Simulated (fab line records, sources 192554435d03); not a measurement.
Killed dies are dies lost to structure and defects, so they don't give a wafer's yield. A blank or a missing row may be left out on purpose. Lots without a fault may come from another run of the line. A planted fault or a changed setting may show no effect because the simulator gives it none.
Split-lot experiment | flow n5_finfet | 7 lots, 21 wafers read, on a route of 1938 steps

THE SPLIT
At N5_BEOL_M8_EXPOSE_08 (exposes mask M8), the setting dose_mj was moved away from the recipe's 68.25 on 10 of the 21 wafers read, by -2.9% to +6.9%. The other wafers ran this setting at the recipe's value.

FROM THE SPLIT TO THE READING: what the file shows between them, 2 steps
- N5_BEOL_M8_PEB_09: peb time 60 s
- N5_BEOL_M8_DEVELOP_10: develop time 30 s

THE READING
cd_nm, in nm, at N5_BEOL_M8_CD_MEAS_11 (target cd 38.5 nm). Fault-free wafers of this fab line usually give 38.2 nm, standard deviation 0.56 nm.

wafer  | tool, chamber at the split | dose_mj as run | against the recipe | cd_nm, nm | against lot-mates on the recipe
L079.1 | arfi_scanner-01, 0         | 66.25          | -2.9%              | 36.6      | -1.9
L079.4 | arfi_scanner-01, 0         | 66.25          | -2.9%              | 35.8      | -2.7
L079.6 | arfi_scanner-01, 0         | 68.25          | recipe             | 38.5      | -
L084.2 | arfi_scanner-02, 0         | 68.25          | recipe             | 39.2      | -
L084.3 | arfi_scanner-02, 0         | 68.25          | recipe             | 37.7      | -
L084.4 | arfi_scanner-02, 0         | 72.12          | +5.7%              | 41.1      | +2.6
L086.1 | arfi_scanner-02, 0         | 66.55          | -2.5%              | 37.5      | -0.5
L086.3 | arfi_scanner-02, 0         | 68.25          | recipe             | 38.0      | -
L086.4 | arfi_scanner-02, 0         | 68.25          | recipe             | 38.0      | -
L088.2 | arfi_scanner-02, 0         | 68.25          | recipe             | 38.5      | -
L088.4 | arfi_scanner-02, 0         | 71.86          | +5.3%              | 40.5      | +2.0
L088.6 | arfi_scanner-02, 0         | 71.86          | +5.3%              | 40.5      | +2.0
L095.1 | arfi_scanner-03, 0         | 72.95          | +6.9%              | 41.1      | no lot-mate on the recipe
L095.3 | arfi_scanner-03, 0         | 72.95          | +6.9%              | 41.2      | no lot-mate on the recipe
L095.6 | arfi_scanner-03, 0         | 72.95          | +6.9%              | 40.7      | no lot-mate on the recipe
L096.3 | arfi_scanner-03, 0         | 68.25          | recipe             | 38.4      | -
L096.5 | arfi_scanner-03, 0         | 68.25          | recipe             | 38.8      | -
L096.6 | arfi_scanner-03, 0         | 72.88          | +6.8%              | 42.3      | +3.7
L097.2 | arfi_scanner-02, 0         | 68.25          | recipe             | 38.8      | -
L097.5 | arfi_scanner-02, 0         | 68.25          | recipe             | 37.8      | -
L097.6 | arfi_scanner-02, 0         | 68.25          | recipe             | 38.3      | -

THE FIT
A straight line over all 21 wafers: cd_nm changes by +0.462 nm for each +1% of dose_mj; r = +0.95; the points scatter about the line by 0.53 nm.
The same after taking each lot's own level away (the mean of its wafers on the recipe; 18 wafers): +0.493 nm for each +1%; r = +0.94; scatter 0.54 nm.
On that fit, the largest move of dose_mj shifts the reading by 3.4 nm.
The lots' own levels span 38.00 to 38.60 nm, that is 1.1 times the standard deviation above.
So the lot-to-lot level changes the slope little: the two slopes agree.
Check: with one of the wafers moved furthest among these (+6.8%) left out of the fit, the line predicts +3.03 nm for it against its lot-mates. It came out at +3.7 nm against them.

OTHER SPLITS ON THESE WAFERS
These wafers also went through other splits before the reading. Each is held against what the fit with the lots' levels taken away leaves over:
other split on the same wafers    | wafers away from the commonest value | r with cd_nm (lot level and that fit taken away)
N5_BEOL_M5_EXPOSE_25 dose_mj      | 8                                    | -0.50
N5_BEOL_M7_COAT_05 spin_rpm       | 8                                    | -0.31
N5_BEOL_M7_EXPOSE_08 dose_mj      | 7                                    | -0.26
N5_BEOL_M8_HM_DEP_02 target_thk_a | 5                                    | +0.22

THE FILE'S OWN FIT
cd_nm changes by +0.49 nm for each +1% of dose_mj, r = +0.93.
